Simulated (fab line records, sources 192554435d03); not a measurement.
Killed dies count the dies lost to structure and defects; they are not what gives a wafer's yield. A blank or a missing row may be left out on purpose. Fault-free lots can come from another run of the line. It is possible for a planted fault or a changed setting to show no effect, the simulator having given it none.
Comparing a struck lot with a sound one :: flow n5Finfet :: 35 steps out of a route of 1938
Sound: the wafers L267.2, L267.3, L267.4. Wafers L262.1, L262.2, L262.3 were the ones struck. At the end, the cause is stated.
For every step that has rows: the tool of each side, followed by ch and its chambers, followed by its first start. Under that, the readings that differ: sound wafers :: struck wafers :: difference of the means :: sigmas: that difference in standard deviations of wafers without a fault.
alike: words and numbers the same on both sides, and readings whose means are apart by under 2 such deviations; not compared: readings that were withheld, readings missing a value for some wafer, numbers with overlapping values and no deviation given by the record, and bounds like >300 which may hide the same value.
The two part at a step that has a row with sigmas, a row that says differs or no value, or rows on one side only. When numbers do not overlap yet have no deviation, they are printed without sigmas and do not part them. Lack of a reading on every wafer of one side parts them only where that side has two or more wafers.

first, 10 steps without rows for these wafers: N5_BEOL_M2_STRIP_36 (strips in N2/H2); N5_BEOL_M2_TRENCH_ETCH_37 (etches SiOC in C4F6/O2, target depth 55.555 nm, time 29.2 s); N5_BEOL_M2_ETCH_41 (etches SiCN in CH3F/O2, target depth 29.9 nm, time 52.5 s); N5_BEOL_M2_STRIP_97 (strips in N2/H2, time 10 s); N5_BEOL_M2_HM_STRIP_39 (strips TiN in peroxide tin strip, target depth 25 nm, time 158 s); N5_BEOL_M2_SRD_40 (time 30 s); N5_BEOL_M2_PRECLEAN_42 (cleans in residue remover, time 60 s); N5_BEOL_M2_SRD_43 (time 30 s); N5_BEOL_M2_DEGAS_44 (time 60 s); N5_BEOL_M2_PRE_CLEAN_45 (time 30 s).
N5_BEOL_M2_ALD_84: deposits TaN, pulse time 2 s, purge time 3 s, co reactant purge time 2 s.
  sound on aldMetal-01 ch 0,1,2, day 12 04:29; struck on aldMetal-04 ch 0,1,3, day 11 01:46
  no value came back on the struck wafers for aldCycles, chamberPressureTorr (Torr), heaterPowerW (W); on the sound wafers aldCycles reads 30 30 30
then, 21 steps without rows for these wafers: N5_BEOL_M2_SURFACE_TREAT_85; N5_BEOL_M2_CVD_47 (deposits Co from CCTBA/H2, target thk 3 nm, time 223.8 s); N5_BEOL_M2_SPUTTER_48 (material Cu, target thk 4.5 nm, time 8.29 s); N5_BEOL_M2_ANNEAL_49 (time 240 s); N5_BEOL_M2_SPUTTER_79 (material Cu, target thk 4.5 nm, time 8.29 s); N5_BEOL_M2_ANNEAL_80 (time 240 s); N5_BEOL_M2_SPUTTER_81 (material Cu, target thk 4.5 nm, time 8.29 s); N5_BEOL_M2_ANNEAL_82 (time 240 s); N5_BEOL_M2_SPUTTER_86 (material Cu, target thk 4.5 nm, time 8.29 s); N5_BEOL_M2_ANNEAL_87 (time 240 s); N5_BEOL_M2_SPUTTER_88 (material Cu, target thk 4.5 nm, time 8.29 s); N5_BEOL_M2_ANNEAL_89 (time 240 s); N5_BEOL_M2_SPUTTER_90 (material Cu, target thk 4.5 nm, time 8.29 s); N5_BEOL_M2_ANNEAL_91 (time 240 s); N5_BEOL_M2_SPUTTER_92 (material Cu, target thk 4.5 nm, time 8.29 s); N5_BEOL_M2_ANNEAL_93 (time 240 s); N5_BEOL_M2_SPUTTER_94 (material Cu, target thk 4.5 nm, time 8.29 s); N5_BEOL_M2_ANNEAL_95 (time 240 s); N5_BEOL_M2_SPUTTER_96 (material Cu, target thk 4.5 nm, time 8.29 s); N5_BEOL_M2_ECD_50 (material Cu, target thk 300 nm); N5_BEOL_M2_ANNEAL_51 (time 90 s).
N5_BEOL_M2_CMP_52: polishes, stops on SiOC, t overpolish 6.8 s, target thk 40 nm.
  sound on cmp-04 ch 0,1,2, day 12 07:32; struck on cmp-03 ch 0,1,3, day 11 04:32
reading: barrierFieldEndpointS (s)
sound: 24.8 24.7 25.2
struck: 22.9 24.0 23.0
difference: -1.6
sigmas: -3
  alike: motorCurrentA
N5_BEOL_M4_RC_MEAS_101:
  the record has rows for the sound wafers here (prober-02 ch 0, day 13 05:41) and none for the struck ones
-- a jump in the record: the struck wafers' starts before and after are 6 days apart (it breaks off in module BEOL_M4 and resumes in module PASSIVATION, where the first step shown is number 1936 of the route) --
N5_PASSIVATION_PROBE_49:
  struck on prober-02, day 16 16:43; sound on prober-02, day 17 14:31
reading: defectLimitedYield (%)
sound: 93.7 92.3 93.2
struck: 0 0 0
difference: -93
sigmas: -58

reading: killed_at_M0_to_M3
sound: 38 33 34
struck: 1124 1103 1120
difference: +1081
sigmas: +99 or more

reading: killedDies
sound: 74 91 80
struck: 1180 1180 1180
difference: +1098
sigmas: +58

reading: killedOnRim
sound: 8 12 9
struck: 152 152 152
difference: +142
sigmas: +35

reading: sort_bin_4_leakage (%)
sound: 0 0 0
struck: 92.03 89.58 91.10
difference: +90.90
sigmas: 

reading: sortNPass
sound: 1106 1089 1100
struck: 0 0 0
difference: -1098
sigmas: -58

reading: sortYieldPct (%)
sound: 93.7 92.3 93.2
struck: 0 0 0
difference: -93
sigmas: -58
  alike: killed_at_M4_up, killedAtContacts, killedAtFrontEnd, killedAtOther, killedOpen, killedShort, sort_bin_5_function, sort_bin_6_memory

## WHERE THEY PART
Last at N5_PASSIVATION_PROBE_49 as far as this record goes, first at N5_BEOL_M2_ALD_84.

WHY: what had been put in by the simulator
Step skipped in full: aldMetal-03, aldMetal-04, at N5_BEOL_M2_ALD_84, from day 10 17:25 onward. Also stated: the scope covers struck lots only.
